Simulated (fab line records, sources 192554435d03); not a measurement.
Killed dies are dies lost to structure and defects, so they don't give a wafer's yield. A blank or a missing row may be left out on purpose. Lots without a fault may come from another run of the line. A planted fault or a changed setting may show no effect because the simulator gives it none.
fab line records | flow n5_finfet
record lots=7 wafers=21
route steps=1938 shown BEOL_M10@1495 BEOL_M11@1575 BEOL_M13@1682 BEOL_M15@1820 PASS1_DEP@1831 TV_OPEN@1890
start_h: hours from the record's first day to the start of the lot's first wafer shown | wait_h: hours since the lot's step before | " the same as in the row above | L1.1+2: a row that stands for several wafers | - no value, or no start given | * or withheld: withheld | < > ~ a bound
route shown NAME@n: a module of which the file shows steps, and the number in the route of the first | usual: mean/standard deviation of fault-free wafers | same: alike in all rows | chamber/n: place in a boat | sites: the reading at each site | _std_site: their standard deviation | _edge_site: outer sites' mean less inner sites' | radius_mm: how far each site lies from the wafer's centre | mask NAME#n: copy n | behind: the tool/chamber that last shaped the wafer | hold: why the lot was held/for how many hours/how that ended | device: the transistor (n, p or np) that didn't switch | end of line: the same wafers' tests at the end of the route | a step without rows: its recipe alone | killed: dies lost to structure and defects at the first sort, not the wafer's yield | map: a wafer's dies, x killed, . not, _ none there
set.NAME: the setting as run; set.NAME@STEP: as run at that earlier step | model.NAME: the simulator's own value behind a step, which no gauge read
lots whose settings were changed on purpose; a table a step, a row a wafer
## steps
# step N5_BEOL_M10_COAT_64
# recipe resist=SiARC temp_c=220 time_s=60 spin_rpm=1500 resist_thk_nm=30
# columns lot.wafer tool chamber start_h wait_h set.spin_rpm model.SiARC_of_BEOL_M10_COAT_64.thk_nm
L077.1 litho_track-04 0 - - 1500 30
L077.3 " 0 " " 1588 29.2
L077.5 " 0 " " 1588 29
L079.1 litho_track-04 0 - - 1500 30
L079.2+4 " 0 " " 1613 29
L083.4+6 litho_track-04 0 - - 1500 30
L083.5 " 0 " " 1659 28.6
L084.2+3 litho_track-02 0 - - 1553 29.4
L084.5 " 0 " " 1500 30
L086.2+5 litho_track-04 0 - - 1546 29.6
L086.4 " 0 " " 1500 30.2
L087.1+3+6 litho_track-02 0 - - 1500 30
L094.1 litho_track-04 0 - - 1500 30.2
L094.2+6 " 0 " " 1500 30
# step N5_BEOL_M10_COAT_22
# recipe resist=CAR-ArF spin_rpm=1500 resist_thk_nm=90
# step N5_BEOL_M10_EBR_24
# recipe solvent=PGMEA ebr_width_mm=1.5
# step N5_BEOL_M10_DESCUM_33
# recipe chemistry=O2 time_s=7.9 source_power_w=50 bias_power_w=20 pressure_mtorr=20 rf_frequency_hz=2.712e+07 temp_c=40 resist=CAR-ArF o2_flow_sccm=225
# step N5_BEOL_M10_ETCH_65
# recipe chemistry=CF4 target=SiARC target_depth_a=390 mask_material=CAR-ArF time_s=65 ion_energy_ev=80 pressure_mtorr=40 source_w=545 bias_w=36 Ar_flow_sccm=100 cf4_flow_sccm=100 ends=cleared
# columns lot.wafer tool chamber start_h wait_h set.spin_rpm@BEOL_M10_COAT_64 model.etch.depth_nm model.CAR-ArF_of_BEOL_M10_COAT_22.thk_nm
L077.1 rie_diel-04 0 238.38 0.0 1500 29.96 56.2
L077.3 " 1 " " 1588 29.13 57.2
L077.5 " 1 " " 1588 29.08 57
L079.1 rie_diel-06 3 247.74 0.0 1500 29.95 55.4
L079.2 " 1 " " 1613 28.91 56.8
L079.4 " 2 " " 1613 28.93 56.4
L083.4 rie_diel-06 1 266.64 0.0 1500 30.04 55.6
L083.5 " 0 " " 1659 28.55 56.6
L083.6 " 3 " " 1500 29.98 55.4
L084.2 rie_diel-03 1 292.37 0.0 1553 29.46 56.4
L084.3 " 0 " " 1553 29.46 56.2
L084.5 " 0 " " 1500 29.99 55.8
L086.2 rie_diel-06 0 292.57 0.0 1546 29.6 55.8
L086.4 " 1 " " 1500 30.14 55.4
L086.5 " 0 " " 1546 29.65 56
L087.1 rie_diel-03 2 297.45 0.0 1500 29.92 56
L087.3 " 1 " " 1500 29.93 55.8
L087.6 " 2 " " 1500 29.93 56.2
L094.1 rie_diel-03 1 337.50 0.0 1500 30.11 56
L094.2 " 2 " " 1500 30 55.8
L094.6 " 0 " " 1500 30 56.2
# step N5_BEOL_M10_ETCH_66
# recipe chemistry=N2/H2 target=SOC target_depth_a=1200 overetch_a=240 mask_material=SiARC temp_c=40 time_s=180 ion_energy_ev=200 pressure_mtorr=30 source_w=840 bias_w=150 n2_flow_sccm=200 h2_flow_sccm=200
# columns lot.wafer tool chamber start_h wait_h set.spin_rpm@BEOL_M10_COAT_63 model.etch.depth_nm
L077.1 rie_diel-04 0 238.43 0.0 1500 99.71
L077.3 " 1 " " 1500 99.77
L077.5 " 1 " " 1500 99.88
L079.1 rie_diel-06 3 247.79 0.0 1500 99.62
L079.2 " 1 " " 1500 99.75
L079.4 " 2 " " 1500 100
L083.4 rie_diel-06 1 266.69 0.0 1500 99.45
L083.5 " 0 " " 1500 99.64
L083.6 " 3 " " 1500 99.39
L084.2 rie_diel-03 1 292.42 0.0 1454 101.6
L084.3 " 0 " " 1500 99.88
L084.5 " 0 " " 1454 101.4
L086.2 rie_diel-06 0 292.62 0.0 1500 99.71
L086.4 " 1 " " 1500 99.62
L086.5 " 0 " " 1500 99.96
L087.1 rie_diel-03 2 297.50 0.0 1346 105.5
L087.3 " 1 " " 1346 105.7
L087.6 " 2 " " 1500 100.1
L094.1 rie_diel-03 1 337.55 0.0 1500 99.71
L094.2 " 2 " " 1500 99.94
L094.6 " 0 " " 1500 99.58
# step N5_BEOL_M10_STRIP_69
# recipe chemistry=N2/H2 temp_c=40 n2_flow_sccm=200 h2_flow_sccm=200 rf_frequency_hz=6e+07
# step N5_BEOL_M10_VIA_ETCH_34
# recipe chemistry=C4F6/O2 target=SiCOH_lowk target_depth_a=1845 mask_material=SOC taper_deg=4 time_s=69.2 ion_energy_ev=250 pressure_mtorr=30 source_w=345 bias_w=185 Ar_flow_sccm=300 C4F6_flow_sccm=10 O2_flow_sccm=10
# columns lot.wafer tool chamber start_h wait_h set.spin_rpm@BEOL_M10_COAT_63 model.SOC_of_BEOL_M10_COAT_63.thk_nm
L077.1+5 rie_diel-04 0,1 238.55 0.0 1500 92
L077.3 " 1 " " 1500 91.8
L079.1+2 rie_diel-06 3,1 247.92 0.0 1500 91.8
L079.4 " 2 " " 1500 92
L083.4 rie_diel-06 1 266.81 0.0 1500 91.4
L083.5 " 0 " " 1500 91.8
L083.6 " 3 " " 1500 91.6
L084.2 rie_diel-03 1 292.54 0.0 1454 93.8
L084.3 " 0 " " 1500 91.8
L084.5 " 0 " " 1454 93.4
L086.2 rie_diel-06 0 292.75 0.0 1500 92
L086.4 " 1 " " 1500 91.6
L086.5 " 0 " " 1500 92.2
L087.1 rie_diel-03 2 297.63 0.0 1346 97.2
L087.3 " 1 " " 1346 97.8
L087.6 " 2 " " 1500 91.8
L094.1+2 rie_diel-03 1,2 337.67 0.0 1500 91.8
L094.6 " 0 " " 1500 91.6
# step N5_BEOL_M11_VIA_ETCH_34
# recipe chemistry=C4F6/O2 target=SiCOH_lowk target_depth_a=1845 mask_material=SOC taper_deg=4 time_s=69.2 ion_energy_ev=250 pressure_mtorr=30 source_w=345 bias_w=185 Ar_flow_sccm=300 C4F6_flow_sccm=10 O2_flow_sccm=10
# columns lot.wafer tool chamber start_h wait_h set.time_s model.etch.depth_nm model.SOC_of_BEOL_M11_COAT_63.thk_nm
L077.1 rie_diel-01 2 247.28 0.0 60.25 159.2 92.6
L077.3 " 3 " " 60.25 157.4 92.6
L077.5 " 1 " " 69.2 189.4 91.6
L079.1 rie_diel-05 1 257.56 0.0 84.46 231 89.8
L079.2 " 3 " " 84.46 219.9 90.4
L079.4 " 2 " " 69.2 184.7 91.4
L083.4 rie_diel-02 1 273.31 0.0 69.2 176.5 92.8
L083.5 " 3 " " 80.06 213.2 91.6
L083.6 " 2 " " 69.2 189.8 92
L084.2 rie_diel-05 0 303.44 0.0 61.47 164.6 92.8
L084.3 " 1 " " 69.2 190.9 91.8
L084.5 " 3 " " 61.47 160.4 93.2
L086.2 rie_diel-02 1 304.28 0.0 53.7 137.9 94.2
L086.4 " 2 " " 53.7 148.6 93.8
L086.5 " 2 " " 69.2 191 91.8
L087.1 rie_diel-01 0 306.52 0.0 63.62 174 93
L087.3 " 3 " " 69.2 180.5 92.6
L087.6 " 1 " " 63.62 172 92.8
L094.1 rie_diel-02 1 345.50 0.0 69.2 177.8 92
L094.2 " 0 " " 69.2 181.8 91.4
L094.6 " 1 " " 69.2 177 92
# step N5_BEOL_M13_COAT_22
# recipe spin_rpm=2888 resist_thk_nm=300
# columns lot.wafer tool chamber start_h wait_h set.spin_rpm model.coat_of_BEOL_M13_COAT_22.thk_nm
L077.1 litho_track-02 0 - - 2888 301.2
L077.3 " 0 " " 2888 299.8
L077.5 " 0 " " 2888 301
L079.1 litho_track-02 0 - - 2888 299.8
L079.2 " 0 " " 2888 299.6
L079.4 " 0 " " 2888 300.6
L083.4 litho_track-02 0 - - 2888 301.2
L083.5 " 0 " " 2888 300.8
L083.6 " 0 " " 3081 291.6
L084.2 litho_track-04 0 - - 2888 301.2
L084.3 " 0 " " 2888 300.6
L084.5 " 0 " " 2888 300.8
L086.2 litho_track-03 0 - - 3026 293.6
L086.4 " 0 " " 2888 300.6
L086.5 " 0 " " 2888 300.8
L087.1 litho_track-04 0 - - 2888 302.4
L087.3 " 0 " " 2888 302.6
L087.6 " 0 " " 2888 303.2
L094.1 litho_track-02 0 - - 2888 299.4
L094.2 " 0 " " 2888 300.6
L094.6 " 0 " " 2888 299.8
# step N5_BEOL_M13_EXPOSE_25
# recipe mask_id=M13 na=0.93 source_shape=conventional sigma_outer=0.4 polarization=unpolarized target_cd_nm=210 dose_mj=22
# columns lot.wafer tool chamber start_h wait_h mask set.dose_mj
L077.1+5 krf_scanner-01 0 257.22 - M13#0 22
L077.3 " 0 " " M13#0 23.13
L079.1+4 krf_scanner-01 0 268.27 - M13#0 22
L079.2 " 0 " " M13#0 20.36
L083.4+5+6 krf_scanner-01 0 282.27 - M13#0 22
L084.2+3+5 krf_scanner-01 0 313.37 - M13#0 22
L086.2+4 krf_scanner-01 0 314.09 - M13#0 23.35
L086.5 " 0 " " M13#0 22
L087.1 krf_scanner-02 0 317.43 - M13#0 22
L087.3+6 " 0 " " M13#0 23.03
L094.1+2+6 krf_scanner-01 0 359.10 - M13#0 22
# step N5_BEOL_M13_PEB_26
# recipe peb_temp_c=130 peb_time_s=90
# step N5_BEOL_M13_DEVELOP_27
# recipe develop_time_s=45 rinse_liquid=diw dry=air_spin dev_temp_c=21
# step N5_BEOL_M13_HARDBAKE_32
# recipe temp_c=130 time_s=120
# step N5_BEOL_M13_CD_MEAS_28
# recipe target_cd_nm=209.5 landing_energy_ev=500 detector=se_inlens
# usual cd_nm=210.4/1.6
# columns lot.wafer tool chamber start_h wait_h set.dose_mj@BEOL_M13_EXPOSE_25 cd_nm
L077.1 cd_sem-01 0 257.39 - 22 210.2
L077.3 " 0 " " 23.13 211.5
L077.5 " 0 " " 22 208.8
L079.1 cd_sem-02 0 268.45 - 22 208.1
L079.2 " 0 " " 20.36 200.5
L079.4 " 0 " " 22 209.1
L083.4 cd_sem-03 0 282.43 - 22 211.2
L083.5 " 0 " " 22 211.7
L083.6 " 0 " " 22 211.3
L084.2 cd_sem-02 0 313.53 - 22 209.7
L084.3 " 0 " " 22 211.6
L084.5 " 0 " " 22 209.3
L086.2 cd_sem-03 0 314.26 - 23.35 216.4
L086.4 " 0 " " 23.35 214.4
L086.5 " 0 " " 22 208.0
L087.1 cd_sem-03 0 317.60 - 22 210.1
L087.3 " 0 " " 23.03 216.5
L087.6 " 0 " " 23.03 215.8
L094.1 cd_sem-03 0 359.27 - 22 212.2
L094.2 " 0 " " 22 211.2
L094.6 " 0 " " 22 209.9
# step N5_BEOL_M13_DESCUM_33
# recipe chemistry=O2 time_s=7.9 source_power_w=50 bias_power_w=20 pressure_mtorr=20 rf_frequency_hz=2.712e+07 temp_c=40 o2_flow_sccm=225
# columns lot.wafer tool chamber start_h wait_h set.dose_mj@BEOL_M13_EXPOSE_25 model.BEOL_M13.cd_nm
L077.1 rie_diel-01 2 257.48 0.0 22 210
L077.3 " 3 " " 23.13 211.6
L077.5 " 1 " " 22 208.8
L079.1 rie_diel-01 0 268.55 0.0 22 208.2
L079.2 " 3 " " 20.36 200.6
L079.4 " 2 " " 22 209.6
L083.4 rie_diel-01 0 282.52 0.0 22 211.2
L083.5 " 3 " " 22 211.8
L083.6 " 2 " " 22 211.6
L084.2 rie_diel-05 1 313.62 0.0 22 209.4
L084.3 " 0 " " 22 211.4
L084.5 " 3 " " 22 209.2
L086.2 rie_diel-05 0 314.34 0.0 23.35 216.4
L086.4 " 1 " " 23.35 214.2
L086.5 " 3 " " 22 207.8
L087.1 rie_diel-01 0 318.25 0.0 22 209.8
L087.3 " 3 " " 23.03 216.6
L087.6 " 0 " " 23.03 215.8
L094.1 rie_diel-01 2 359.90 0.6 22 212.4
L094.2 " 0 " " 22 211
L094.6 " 1 " " 22 210
# step N5_BEOL_M13_ETCH_67
# recipe chemistry=CF4 target=SiARC target_depth_a=1430 time_s=238.3 ion_energy_ev=80 pressure_mtorr=40 source_w=545 bias_w=36 Ar_flow_sccm=100 cf4_flow_sccm=100 ends=cleared
# step N5_BEOL_M13_ETCH_68
# recipe chemistry=N2/H2 target=SOC mask_material=SiARC source_w=3000 bias_w=350 temp_c=40 time_s=355 ion_energy_ev=200 pressure_mtorr=30 n2_flow_sccm=200 h2_flow_sccm=200
# columns lot.wafer tool chamber start_h wait_h set.dose_mj@BEOL_M13_EXPOSE_25 model.BEOL_M13.cd_nm
L077.1 rie_diel-01 2 257.66 0.1 22 213.6
L077.3 " 3 " " 23.13 215.6
L077.5 " 1 " " 22 208.4
L079.1 rie_diel-01 0 268.73 0.1 22 211.8
L079.2 " 3 " " 20.36 201.8
L079.4 " 2 " " 22 213.2
L083.4 rie_diel-01 1 282.70 0.1 22 211.8
L083.5 " 2 " " 22 215
L083.6 " 3 " " 22 214.2
L084.2 rie_diel-05 1 313.80 0.1 22 208.4
L084.3 " 0 " " 22 211.6
L084.5 " 3 " " 22 208.6
L086.2 rie_diel-05 0 314.52 0.1 23.35 214.8
L086.4 " 1 " " 23.35 212.6
L086.5 " 3 " " 22 206
L087.1 rie_diel-01 0 318.43 0.1 22 211.6
L087.3 " 3 " " 23.03 218
L087.6 " 0 " " 23.03 217.8
L094.1 rie_diel-01 2 360.08 0.1 22 214.2
L094.2 " 0 " " 22 212
L094.6 " 1 " " 22 209.6
# step N5_BEOL_M13_SPUTTER_43
# recipe material=TaN target_thk_a=150 temp_c=50 bias_v=168.6 power_w=15000 chamber_pressure_pa=0.12 time_s=24.19
# columns lot.wafer tool chamber start_h wait_h set.time_s model.TaN_of_BEOL_M13_SPUTTER_43.thk_nm
L077.1 pvd_sputter-03 - 258.84 0.0 24.19 15.4
L077.3 " - " " 24.19 15.2
L077.5 " - " " 25.56 15.8
L079.1+4 pvd_sputter-02 - 269.75 0.0 26.48 16.4
L079.2 " - " " 24.19 15.2
L083.4+6 pvd_sputter-03 - 284.92 0.0 25.98 16
L083.5 " - " " 24.19 14.8
L084.2+3+5 pvd_sputter-03 - 314.70 0.0 24.19 15
L086.2 pvd_sputter-03 - 317.16 0.0 24.19 15
L086.4 " - " " 21.19 13
L086.5 " - " " 24.19 15.2
L087.1 pvd_sputter-02 - 319.91 0.0 22.91 14.4
L087.3 " - " " 24.19 15
L087.6 " - " " 22.91 14.2
L094.1+2 pvd_sputter-01 - 362.37 0.0 24.19 15.2
L094.6 " - " " 24.19 15
# step N5_BEOL_M13_DEP_53
# recipe material=SiCN target_thk_a=500 temp_c=withheld precursor=3MS/NH3 pressure_torr=3 rf_w=675 time_s=17.8
# columns lot.wafer tool chamber start_h wait_h set.time_s model.SiCN_of_BEOL_M13_DEP_53.thk_nm
L077.1 pecvd-02 0 260.72 0.0 17.8 49.2
L077.3 " 1 " " 17.8 50.2
L077.5 " 0 " " 17.8 50.4
L079.1 pecvd-03 1 270.85 0.0 17.8 49.4
L079.2+4 " 2,0 " " 17.8 50.2
L083.4 pecvd-01 0 286.03 0.0 20 56.8
L083.5 " 2 " " 20 56.6
L083.6 " 1 " " 17.8 51.2
L084.2 pecvd-01 2 316.04 0.0 16.05 45.2
L084.3+5 " 0,1 " " 17.8 50.4
L086.2 pecvd-02 1 318.27 0.0 19.43 54.6
L086.4 " 0 " " 19.43 53.8
L086.5 " 1 " " 19.43 55.2
L087.1 pecvd-02 1 321.09 0.0 17.8 50.6
L087.3 " 0 " " 17.8 48.8
L087.6 " 0 " " 17.8 49.4
L094.1 pecvd-03 1 363.46 0.0 17.8 49
L094.2 " 0 " " 17.8 49.4
L094.6 " 2 " " 17.8 50.2
# step N5_BEOL_M15_SPUTTER_44
# recipe material=Ta target_thk_a=150 temp_c=50 bias_v=80 power_w=15000 chamber_pressure_pa=0.07 time_s=24.19
# columns lot.wafer tool chamber start_h wait_h set.power_w model.Ta_of_BEOL_M15_SPUTTER_44.thk_nm
L077.1+3+5 pvd_sputter-02 - 273.14 0.0 15000 15
L079.1 pvd_sputter-03 - 279.74 0.0 15000 14.6
L079.2 " - " " 15000 14.8
L079.4 " - " " 15000 15
L083.4+5 pvd_sputter-01 - 294.85 0.0 15000 14.4
L083.6 " - " " 15000 14.8
L084.2 pvd_sputter-02 - 324.80 0.0 16670 16.4
L084.3 " - " " 16670 16.6
L084.5 " - " " 15000 15
L086.2 pvd_sputter-01 - 327.30 0.0 15000 14.4
L086.4+5 " - " " 15000 15
L087.1+3 pvd_sputter-01 - 330.28 0.0 16170 16
L087.6 " - " " 15000 15
L094.1+6 pvd_sputter-01 - 372.37 0.0 15000 14.6
L094.2 " - " " 15000 14.8
# step N5_PASSIVATION_PECVD_00
# recipe material=SiO2 target_thk_a=2000 temp_c=400 precursor=SiH4/N2O pressure_torr=2.7 rf_w=608 time_s=11.2
# columns lot.wafer tool chamber start_h wait_h set.time_s model.SiO2_of_PASSIVATION_PECVD_00.thk_nm
L077.1 pecvd-01 1 275.50 0.8 11.2 200.6
L077.3 " 2 " " 11.2 198.4
L077.5 " 0 " " 11.2 203.8
L079.1 pecvd-01 0 281.91 0.8 11.94 212.8
L079.2 " 2 " " 11.2 197.6
L079.4 " 2 " " 11.94 211.4
L083.4 pecvd-01 0 298.59 0.4 11.2 205
L083.5 " 1 " " 11.2 201
L083.6 " 2 " " 11.2 201.4
L084.2 pecvd-04 1 326.98 0.7 11.2 197.4
L084.3 " 2 " " 10.69 189.2
L084.5 " 2 " " 11.2 201.2
L086.2 pecvd-04 1 329.58 0.7 10.3 181.2
L086.4 " 2 " " 11.2 200.2
L086.5 " 0 " " 10.3 185.6
L087.1 pecvd-01 0 332.46 0.8 11.2 205.2
L087.3 " 1 " " 11.2 199.4
L087.6 " 0 " " 11.2 206.8
L094.1 pecvd-01 2 374.55 0.8 11.2 199
L094.2 " 0 " " 11.2 201.6
L094.6 " 1 " " 11.2 199.6
# step N5_PASSIVATION_ETCH_15
# recipe chemistry=CF4/N2 target=SiCN target_depth_a=750 taper_deg=2 time_s=81.2 ion_energy_ev=150 mask_material=SiNx pressure_mtorr=40 source_w=430 bias_w=70 Ar_flow_sccm=100 cf4_flow_sccm=60 n2_flow_sccm=60
# usual rf_vpp_V=382.2/1.7
# columns lot.wafer tool chamber start_h wait_h set.bias_w rf_vpp_V
L077.1 rie_diel-05 2 - - 70 380.7
L077.3 " 0 " " 70 380.3
L077.5 " 0 " " 58.21 340.9
L079.1 rie_diel-01 0 - - 70 381.9
L079.2 " 2 " " 70 382.7
L079.4 " 1 " " 70 382.7
L083.4 rie_diel-01 3 - - 70 378.9
L083.5 " 0 " " 74.71 402.2
L083.6 " 1 " " 70 381.4
L084.2 rie_diel-02 2 - - 70 385.2
L084.3 " 1 " " 70 381.3
L084.5 " 3 " " 78.48 412.1
L086.2 rie_diel-01 2 - - 70 382.3
L086.4 " 1 " " 70 381.5
L086.5 " 1 " " 70 381.8
L087.1 rie_diel-01 1 - - 82.06 422.5
L087.3 " 3 " " 70 380.1
L087.6 " 1 " " 70 382.7
L094.1 rie_diel-05 3 - - 70 383.7
L094.2 " 1 " " 70 379.4
L094.6 " 1 " " 70 377.7
## key
split step=N5_BEOL_M10_COAT_64 setting=spin_rpm stated=1500 by=wafer
response step=N5_BEOL_M10_COAT_64 reading=model.SiARC_of_BEOL_M10_COAT_64.thk_nm change=-0.14 per=1% r=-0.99
response step=N5_BEOL_M10_ETCH_65 reading=model.etch.depth_nm change=-0.141 per=1% r=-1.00
response step=N5_BEOL_M10_ETCH_65 reading=model.CAR-ArF_of_BEOL_M10_COAT_22.thk_nm change=+0.13 per=1% r=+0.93
split step=N5_BEOL_M11_VIA_ETCH_34 setting=time_s stated=69.2 by=wafer
response step=N5_BEOL_M11_VIA_ETCH_34 reading=model.etch.depth_nm change=+2.02 per=1% r=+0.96
response step=N5_BEOL_M11_VIA_ETCH_34 reading=model.SOC_of_BEOL_M11_COAT_63.thk_nm change=-0.0749 per=1% r=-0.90
split step=N5_BEOL_M13_COAT_22 setting=spin_rpm stated=2888 by=wafer
response step=N5_BEOL_M13_COAT_22 reading=model.coat_of_BEOL_M13_COAT_22.thk_nm change=-1.43 per=1% r=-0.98
split step=N5_BEOL_M13_EXPOSE_25 setting=dose_mj stated=22 by=wafer
response step=N5_BEOL_M13_CD_MEAS_28 reading=cd_nm change=+1.02 per=1% r=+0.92
response step=N5_BEOL_M13_DESCUM_33 reading=model.BEOL_M13.cd_nm change=+1.05 per=1% r=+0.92
response step=N5_BEOL_M13_ETCH_68 reading=model.BEOL_M13.cd_nm change=+1.27 per=1% r=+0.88
split step=N5_BEOL_M13_SPUTTER_43 setting=time_s stated=24.19 by=wafer
response step=N5_BEOL_M13_SPUTTER_43 reading=model.TaN_of_BEOL_M13_SPUTTER_43.thk_nm change=+0.147 per=1% r=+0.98
split step=N5_BEOL_M13_DEP_53 setting=time_s stated=17.8 by=wafer
response step=N5_BEOL_M13_DEP_53 reading=model.SiCN_of_BEOL_M13_DEP_53.thk_nm change=+0.478 per=1% r=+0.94
split step=N5_BEOL_M15_SPUTTER_44 setting=power_w stated=15000 by=wafer
response step=N5_BEOL_M15_SPUTTER_44 reading=model.Ta_of_BEOL_M15_SPUTTER_44.thk_nm change=+0.133 per=1% r=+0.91
split step=N5_PASSIVATION_PECVD_00 setting=time_s stated=11.2 by=wafer
response step=N5_PASSIVATION_PECVD_00 reading=model.SiO2_of_PASSIVATION_PECVD_00.thk_nm change=+2.15 per=1% r=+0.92
split step=N5_PASSIVATION_ETCH_15 setting=bias_w stated=70 by=wafer
response step=N5_PASSIVATION_ETCH_15 reading=rf_vpp_V change=+2.42 per=1% r=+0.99
split outside_this_file step=N5_BEOL_M10_COAT_63 setting=spin_rpm
# split outside_this_file: this setting was split too, and the file shows its column; the key of that split is in another file
